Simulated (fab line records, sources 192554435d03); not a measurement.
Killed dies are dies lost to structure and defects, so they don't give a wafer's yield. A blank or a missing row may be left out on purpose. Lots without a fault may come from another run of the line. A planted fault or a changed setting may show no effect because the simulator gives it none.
Split-lot experiment | flow n5_finfet | 7 lots, 39 wafers read, on a route of 1938 steps

THE SPLIT
At N5_BEOL_M8_ILD_DEP_00 (deposits SiCOH lowk from DEMS/porogen, target thk 179.75 nm, time 33.4 s), the setting time_s was moved away from the recipe's 33.4 s on 15 of the 39 wafers read, by -55.5% to +26.8%. The other wafers ran this setting at the recipe's value.

FROM THE SPLIT TO THE READING: what the file shows between them, 1 step
- N5_BEOL_M8_CURE_74: cures SiCOH lowk, time 240 s

THE READING
M8_ILD_THK, in nm, at N5_BEOL_M8_THK_MEAS_01. Fault-free wafers of this fab line usually give 154.3 nm, standard deviation 1.8 nm.

wafer  | tool, chamber at the split | time_s as run, s | against the recipe | M8_ILD_THK, nm | against lot-mates on the recipe
L074.1 | pecvd-02, 1                | 33.4             | recipe             | 154.3          | -
L074.2 | pecvd-02, 0                | 33.4             | recipe             | 154.9          | -
L074.3 | pecvd-02, 2                | 33.4             | recipe             | 154.1          | -
L074.4 | pecvd-02, 0                | 33.4             | recipe             | 155.5          | -
L074.5 | pecvd-02, 1                | 33.4             | recipe             | 156.8          | -
L074.6 | pecvd-02, 2                | 33.4             | recipe             | 157.8          | -
L080.1 | pecvd-02, 2,1              | 18.95            | -43.3%             | 87.8           | -66.1
L080.2 | pecvd-02, 2,1              | 18.95            | -43.3%             | 87.9           | -66.0
L080.3 | pecvd-02, 0                | 33.4             | recipe             | 152.5          | -
L080.4 | pecvd-02, 2                | 33.4             | recipe             | 155.0          | -
L080.5 | pecvd-02, 1                | 18.95            | -43.3%             | 89.1           | -64.8
L080.6 | pecvd-02, 0                | 33.4             | recipe             | 154.3          | -
L086.2 | pecvd-02, 0                | 33.4             | recipe             | 154.3          | -
L086.3 | pecvd-02, 2                | 33.4             | recipe             | 152.2          | -
L086.6 | pecvd-02, 2                | 33.4             | recipe             | 154.3          | -
L090.1 | pecvd-02, 1                | 40.18            | +20.3%             | 183.6          | +29.1
L090.2 | pecvd-02, 0                | 33.4             | recipe             | 153.6          | -
L090.3 | pecvd-02, 2                | 40.18            | +20.3%             | 183.3          | +28.8
L090.4 | pecvd-02, 2                | 33.4             | recipe             | 154.3          | -
L090.5 | pecvd-02, 1                | 40.18            | +20.3%             | 187.5          | +33.0
L090.6 | pecvd-02, 0                | 33.4             | recipe             | 155.6          | -
L093.1 | pecvd-01, 2                | 26.11            | -21.8%             | 120.9          | -34.1
L093.2 | pecvd-01, 0                | 26.11            | -21.8%             | 118.9          | -36.1
L093.3 | pecvd-01, 1                | 33.4             | recipe             | 153.3          | -
L093.4 | pecvd-01, 1                | 33.4             | recipe             | 156.1          | -
L093.5 | pecvd-01, 2                | 26.11            | -21.8%             | 121.1          | -33.9
L093.6 | pecvd-01, 0                | 33.4             | recipe             | 155.7          | -
L095.1 | pecvd-04, 1                | 14.85            | -55.5%             | 71.7           | -83.7
L095.2 | pecvd-04, 2                | 14.85            | -55.5%             | 69.0           | -86.4
L095.3 | pecvd-04, 0                | 33.4             | recipe             | 153.0          | -
L095.4 | pecvd-04, 2                | 14.85            | -55.5%             | 69.5           | -85.9
L095.5 | pecvd-04, 0                | 33.4             | recipe             | 156.8          | -
L095.6 | pecvd-04, 1                | 33.4             | recipe             | 156.5          | -
L097.1 | pecvd-02, 2                | 33.4             | recipe             | 152.6          | -
L097.2 | pecvd-02, 1                | 42.36            | +26.8%             | 192.9          | +38.4
L097.3 | pecvd-02, 0                | 42.36            | +26.8%             | 191.0          | +36.5
L097.4 | pecvd-02, 2                | 33.4             | recipe             | 156.7          | -
L097.5 | pecvd-02, 0                | 42.36            | +26.8%             | 194.0          | +39.5
L097.6 | pecvd-02, 1                | 33.4             | recipe             | 154.3          | -
Where a row lists several chambers, the file gives one row for several wafers and doesn't say which wafer went through which chamber.

THE FIT
A straight line over all 39 wafers: M8_ILD_THK changes by +1.51 nm for each +1% of time_s; r = +1.00; the points scatter about the line by 1.7 nm.
The same after taking each lot's own level away (the mean of its wafers on the recipe; 39 wafers): +1.51 nm for each +1%; r = +1.00; scatter 1.6 nm.
On that fit, the largest move of time_s shifts the reading by 84 nm.
The lots' own levels span 153.60 to 155.57 nm, that is 1.1 times the standard deviation above.
So the lot-to-lot level changes the slope little: the two slopes agree.
Check: with one of the wafers moved furthest among these (-55.5%) left out of the fit, the line predicts -84.8 nm for it against its lot-mates. It came out at -83.7 nm against them.

OTHER SPLITS ON THESE WAFERS
These wafers also went through other splits before the reading. Each is held against what the fit with the lots' levels taken away leaves over:
other split on the same wafers           | wafers away from the commonest value | r with M8_ILD_THK (lot level and that fit taken away)
N5_BEOL_M5_TRENCH_ETCH_37 target_depth_a | 9                                    | -0.01

THE WHOLE CHAIN: every reading that the file lists as answering this split, in the file's order
step                   | what it does                                                             | reading                                                                                  | change (the file's fit)              | r (the file's)
N5_BEOL_M8_ILD_DEP_00  | deposits SiCOH lowk from DEMS/porogen, target thk 179.75 nm, time 33.4 s | SiCOH_lowk_of_BEOL_M8_ILD_DEP_00.thk_nm (the simulator's own value, which no gauge read) | +1.75 nm for each +1% of the setting | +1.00
N5_BEOL_M8_CURE_74     | cures SiCOH lowk, time 240 s                                             | SiCOH_lowk_of_BEOL_M8_ILD_DEP_00.thk_nm (the simulator's own value, which no gauge read) | +1.52 nm for each +1% of the setting | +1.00
N5_BEOL_M8_THK_MEAS_01 |                                                                          | M8_ILD_THK                                                                               | +1.52 for each +1% of the setting    | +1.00

THE FILE'S OWN FIT
M8_ILD_THK changes by +1.52 nm for each +1% of time_s, r = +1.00.
